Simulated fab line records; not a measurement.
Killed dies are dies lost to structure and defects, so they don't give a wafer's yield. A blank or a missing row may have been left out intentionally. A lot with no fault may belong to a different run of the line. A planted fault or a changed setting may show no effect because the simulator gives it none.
A struck lot beside a sound one -- flow n5_finfet -- 35 out of 1938 route steps
Sound: the wafers L659.1, L659.3, L659.4. Struck: wafers L672.1, L672.4 (left out: L672.6, a lot-mate that was not struck); the cause follows at the end.
Each step with rows lists, per side, the tool, then ch with its chambers, then its first start. Under that, the readings that differ: sound wafers -- struck wafers -- difference of the means -- sigmas: that difference in standard deviations of wafers without a fault.
alike: readings with means less than 2 such deviations apart, plus words and numbers identical on both sides. not compared: withheld readings, readings lacking a value on some wafer, bounds such as >300 that could conceal the same value, and numbers that have no deviation in the record and whose values overlap.
Wherever a step has rows on one side only, a row that says differs or no value, or a row with sigmas, the two part there. Numbers that have no deviation but don't overlap get no sigmas and don't part them. A reading missing from all wafers of one side parts the sides only when that side holds two or more wafers.

first, 8 steps without rows for these wafers: N5_BEOL_M10_SPUTTER_48 (material Cu, target thk 12 nm, time 2 s); N5_BEOL_M10_ECD_50 (material Cu, target thk 318 nm); N5_BEOL_M10_ANNEAL_51 (time 90 s); N5_BEOL_M10_CMP_52 (polishes, stops on SiCOH lowk, t overpolish 7 s, target thk 140 nm); N5_BEOL_M10_PRE_CLEAN_55 (time 15 s); N5_BEOL_M10_DEP_56 (deposits SiCN from 3MS/NH3, target thk 15 nm, time 26.5 s); N5_BEOL_M11_ILD_DEP_00 (deposits SiCOH lowk from DEMS/porogen, target thk 308.51 nm, time 58 s); N5_BEOL_M11_CURE_71 (cures SiCOH lowk, time 240 s).
N5_BEOL_M11_PECVD_70: deposits SiO2 from TEOS/O2, target thk 20 nm, time 22.7 s.
  sound on pecvd-01 ch 0,2, day 11 10:49; struck on pecvd-01 ch 0, day 14 15:47
reading,sound,struck,difference,sigmas
model.SiO2_of_BEOL_M11_PECVD_70.thk_nm (nm),19.6 19.4 19.6,14.4 14.6,-5.0,
  alike: heater_power_w, showerhead_plenum_p_Torr, throttle_valve_pct
then, 24 steps without rows for these wafers: N5_BEOL_M11_HM_DEP_02 (deposits TiN, target thk 20 nm); N5_BEOL_M11_COAT_59 (time 60 s, resist thk 100 nm); N5_BEOL_M11_COAT_60 (time 60 s, resist thk 30 nm); N5_BEOL_M11_COAT_05 (resist thk 90 nm); N5_BEOL_M11_EBR_07; N5_BEOL_M11_SOFTBAKE_06 (time 60 s); N5_BEOL_M11_EXPOSE_08 (exposes mask M11); N5_BEOL_M11_PEB_09 (peb time 60 s); N5_BEOL_M11_DEVELOP_10 (develop time 30 s); N5_BEOL_M11_DESCUM_16 (chemistry O2, time 7.9 s); N5_BEOL_M11_ETCH_61 (etches SiARC in CF4, target depth 39 nm, time 65 s); N5_BEOL_M11_ETCH_62 (etches SOC in N2/H2, target depth 110 nm, overetch 22 nm, time 165 s); N5_BEOL_M11_STRIP_68 (strips in N2/H2); N5_BEOL_M11_STRIP_67 (strips in CF4); N5_BEOL_M11_HM_OPEN_17 (chemistry Cl2/BCl3, target TiN, target depth 20 nm, overetch 6 nm); N5_BEOL_M11_STRIP_19 (strips in O2); N5_BEOL_M11_COAT_63 (time 60 s, resist thk 100 nm); N5_BEOL_M11_COAT_64 (time 60 s, resist thk 30 nm); N5_BEOL_M11_COAT_22 (resist thk 90 nm); N5_BEOL_M11_EBR_24; N5_BEOL_M11_SOFTBAKE_23 (time 60 s); N5_BEOL_M11_EXPOSE_25 (exposes mask V10); N5_BEOL_M11_PEB_26 (peb time 60 s); N5_BEOL_M11_DEVELOP_27 (develop time 30 s).
N5_BEOL_M11_HM_STRIP_39: strips TiN in peroxide tin strip, target depth 25 nm, time 158 s.
  sound on wet_bench-06 ch 2,4,5, day 11 14:58; struck on wet_bench-04 ch 5,7, day 14 23:11
reading,sound,struck,difference,sigmas
model.SiO2_of_BEOL_M11_PECVD_70.thk_nm (nm),19.4 19.4 19.4,14.2 14.6,-5.0,
N5_BEOL_M11_CMP_52: polishes, stops on SiCOH lowk, t overpolish 7 s, target thk 140 nm.
  sound on cmp-04 ch 1,2,3, day 11 17:14; struck on cmp-01 ch 0,2, day 15 02:03
reading,sound,struck,difference,sigmas
barrier_field_endpoint_s (s),28.5 29.2 29.7,21.9 21.9,-7.2,-8
  alike: motor_current_A

WHERE THEY PART
Within this record, at N5_BEOL_M11_CMP_52 only.

WHY: what had been put in by the simulator
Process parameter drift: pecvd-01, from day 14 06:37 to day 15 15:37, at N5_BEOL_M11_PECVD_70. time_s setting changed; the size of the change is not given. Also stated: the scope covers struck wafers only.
